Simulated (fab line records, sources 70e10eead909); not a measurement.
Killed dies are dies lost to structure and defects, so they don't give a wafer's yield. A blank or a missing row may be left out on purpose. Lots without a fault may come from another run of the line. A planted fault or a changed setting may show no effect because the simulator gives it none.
Which tool did it? | flow nand_harc | 13 lots, 37 wafers sampled, at 2 steps of a route of 1159

WHAT THE GAUGES READ, wafer by wafer
NHARC_P_GATE_CD_MEAS_33.
lot  | measured     | on        | cd_nm (nm)
L575 | day 4 19:21  | cd_sem-01 | 119.2 121.7 121.0
L577 | day 5 03:10  | cd_sem-01 | 123.4 115.3 122.8
L581 | day 6 06:41  | cd_sem-03 | 119.9 121.3 123.7
L582 | day 6 13:25  | cd_sem-03 | 119.7 123.7 123.9
L584 | day 7 01:44  | cd_sem-03 | 119.6 119.9
L589 | day 8 05:37  | cd_sem-01 | 118.9 123.1 118.5
L586 | day 8 06:11  | cd_sem-02 | 122.4 117.1
L588 | day 8 06:52  | cd_sem-03 | 122.7 125.0 120.1
L591 | day 8 19:40  | cd_sem-02 | 118.1 118.0 123.3
L594 | day 9 13:57  | cd_sem-02 | 119.9 120.7 120.7
L596 | day 9 18:35  | cd_sem-03 | 118.8 122.6 116.9
L597 | day 10 08:20 | cd_sem-01 | 124.6 122.3 119.5
L598 | day 10 17:52 | cd_sem-02 | 123.2 111.7 121.0

WHICH TOOL RAN EACH LOT (tool, then ch and the chambers of the sampled wafers, then the start)
lot  | NHARC_P_GATE_ETCH_104
L575 | rie_diel-03 ch 0,1, day 4 18:34
L577 | rie_diel-03 ch 0,1, day 5 02:25
L581 | rie_diel-09 ch 1,2, day 6 05:56
L582 | rie_diel-09 ch 0,2,3, day 6 12:32
L584 | rie_diel-02 ch 2, day 7 00:49
L589 | rie_diel-02 ch 0,1,2, day 8 04:49
L586 | rie_diel-09 ch 0,3, day 8 05:20
L588 | rie_diel-03 ch 0,1,2, day 8 05:41
L591 | rie_diel-02 ch 0,1,3, day 8 18:58
L594 | rie_diel-09 ch 0,1, day 9 13:12
L596 | rie_diel-09 ch 0,1,2, day 9 17:51
L597 | rie_diel-09 ch 0,1,2, day 10 07:37
L598 | rie_diel-03 ch 0,1,3, day 10 17:01
- NHARC_P_GATE_ETCH_104: etches the open film in CF4/CHF3, target depth 60 nm.

WHAT THE TOOLS THEMSELVES READ (means of the sampled wafers that have a number; where no wafer has one, the mark that the record gives instead)
NHARC_P_GATE_ETCH_104.
lot  | tool        | drypump_motor_current_A (A) | mfc_ar_sccm (sccm) | oes_product_au (a.u.) | rf_vpp_V (V) | showerhead_plenum_p_Torr (Torr) | throttle_valve_pct (%)
L575 | rie_diel-03 | 5.8                         | 0.016              | 0.963                 | 371.2        | 1.59                            | 16.796
L577 | rie_diel-03 | 5.7                         | 0.020              | 0.928                 | 371.4        | 1.60                            | 16.793
L581 | rie_diel-09 | 5.7                         | 0.000              | 0.921                 | 367.9        | 1.49                            | 16.803
L582 | rie_diel-09 | 6.0                         | 0.000              | 0.920                 | 369.4        | 1.53                            | 16.808
L584 | rie_diel-02 | 5.6                         | 0.000              | 0.960                 | 369.9        | 1.54                            | 16.804
L589 | rie_diel-02 | 5.7                         | 0.000              | 0.951                 | 368.4        | 1.52                            | 16.798
L586 | rie_diel-09 | 5.9                         | 0.000              | 0.948                 | 369.9        | 1.55                            | 16.799
L588 | rie_diel-03 | 5.8                         | 0.020              | 0.924                 | 372.4        | 1.60                            | 16.807
L591 | rie_diel-02 | 6.0                         | 0.000              | 0.918                 | 368.2        | 1.49                            | 16.801
L594 | rie_diel-09 | 5.7                         | 0.000              | 0.921                 | 367.7        | 1.50                            | 16.804
L596 | rie_diel-09 | 5.8                         | 0.000              | 0.919                 | 368.2        | 1.49                            | 16.805
L597 | rie_diel-09 | 5.8                         | 0.000              | 0.938                 | 367.1        | 1.49                            | 16.798
L598 | rie_diel-03 | 5.7                         | 0.012              | 0.943                 | 369.8        | 1.56                            | 16.805

THE ANSWER, worked out from the rows above alone
Rule: what is usual is taken from the lots themselves. Put in order of their means at a reading, lots are off if they are a third of the lots or fewer, leave a main group of 4 or more, and stand apart from it by a gap of 3 or more times the standard deviation of the main group's means; of several such gaps the widest counts. A main group whose means are all the same, to the digits that the tables above print for the reading, isn't used. A lot without any number at a reading at which 4 lots or more have one is off too. The other lots that the step has rows for count as sound. The gauges are gone through in route order, then the tools' own readings, and for those a lot's mean is taken as printed above. The first step at which some lot is off is used, and at that step the reading that is off furthest; a lot without a number counts as furthest.
No lot is off at any reading shown: from this, nothing can be told.

WHAT THE SIMULATOR HAD PUT IN
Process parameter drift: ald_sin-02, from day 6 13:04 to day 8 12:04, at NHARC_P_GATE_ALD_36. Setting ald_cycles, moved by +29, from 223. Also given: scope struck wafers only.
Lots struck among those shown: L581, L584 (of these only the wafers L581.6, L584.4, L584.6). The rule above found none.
